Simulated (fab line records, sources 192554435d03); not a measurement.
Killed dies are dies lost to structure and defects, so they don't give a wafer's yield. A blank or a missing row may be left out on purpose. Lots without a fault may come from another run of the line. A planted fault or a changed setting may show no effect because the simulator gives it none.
Problem report in the 8D (eight disciplines) form, filled by code | flow n5_finfet | the parts of the form that need people (team, actions taken, sign-off) are left out

1. THE PROBLEM
susceptor_temp_C at N5_BEOL_M4_ILD_DEP_00 reads a mean of 355.90 C on 1 wafer of 1 lot; wafers without a fault read 350.00 C with a standard deviation of 0.21. That is +28 standard deviations from the usual mean.
The step: deposits SiOC from DEMS/O2, target thk 79 nm, time 15.3 s.
First seen on wafer L763.2, day 12 13:56, on pecvd-03. The record holds 31 wafers of 11 lots with a number at this step. Rule for "out", or "out of limits": more than 4 standard deviations from the usual mean. The other wafers with a number count as sound.

2. WHAT IT IS AND WHAT IT IS NOT
question                    | is                     | is not
which readings at this step | susceptor_temp_C       | heater_power_w, rf_fwd_power_W, showerhead_plenum_p_Torr, throttle_valve_pct
which lots                  | L763                   | L742, L743, L749, L751, L752, L754, L757, L759, L764, L765
which wafers of those lots  | all that have a number | -
read on which tools         | pecvd-03               | pecvd-01, pecvd-02
when                        | from day 12 13:56      | up to then (24 sound wafers); but 6 sound wafers of L764, L765 came after

3. SUSPECTS, AND WHAT RULES EACH OUT
Counting: a tool at a process step up to the reading stays a suspect if it ran every lot that is out and no sound lot after the first of them.
- pvd_sputter-03 at N5_BEOL_M3_ANNEAL_91 (time 240 s): kept. It ran the lot that is out, L763 (day 12 12:15), and no sound lot after that; its last sound lot up to then is L752 (day 9 12:43).
- pvd_sputter-03 at N5_BEOL_M3_ANNEAL_93 (time 240 s): kept. It ran the lot that is out, L763 (day 12 12:28), and no sound lot after that; its last sound lot up to then is L752 (day 9 12:56).
- rtp_anneal-01 at N5_BEOL_M3_ANNEAL_51 (time 90 s): ruled out as a lasting fault. Sound lots L764, L765 ran on it after its first lot that is out, L763 (day 12 13:04).
- pecvd-03 at N5_BEOL_M4_ILD_DEP_00 (deposits SiOC from DEMS/O2, target thk 79 nm, time 15.3 s): kept. It ran the lot that is out, L763 (day 12 13:56), and no sound lot after that; its last sound lot up to then is L757 (day 11 06:25). Its own readings are out on those wafers: susceptor_temp_C.
Left after counting: pvd_sputter-03 at N5_BEOL_M3_ANNEAL_91, pvd_sputter-03 at N5_BEOL_M3_ANNEAL_93, pecvd-03 at N5_BEOL_M4_ILD_DEP_00.

4. THE CAUSE (what the simulator had put in)
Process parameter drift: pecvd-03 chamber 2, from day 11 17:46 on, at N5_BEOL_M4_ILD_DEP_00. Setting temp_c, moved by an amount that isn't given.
Counting left 3 suspects, and this tool is among them.

5. THE CHAIN OF EFFECTS, in route order
Each row: a reading whose mean over the struck wafers that have a number lies more than 3 standard deviations from the usual. Only readings for which the record gives a usual standard deviation are gone through. hours: the time from each lot's start at the first step in this table that gives one to its start at this step, as a median over the lots. sigmas: the change in usual standard deviations.
hours | step                  | reading          | usual    | on struck wafers | change | sigmas
0     | N5_BEOL_M4_ILD_DEP_00 | susceptor_temp_C | 350.00 C | 355.90           | +5.90  | +28
The process steps in it:
- N5_BEOL_M4_ILD_DEP_00: deposits SiOC from DEMS/O2, target thk 79 nm, time 15.3 s.
Later measuring or inspecting steps at which every struck wafer that the step has a row for has a number for every such reading, and none has moved that far: N5_BEOL_M4_RC_MEAS_101.

6. WHAT WOULD HAVE CAUGHT IT SOONER
In this record the first reading out of limits was taken at day 12 13:56, 20 hours after the fault began at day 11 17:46.
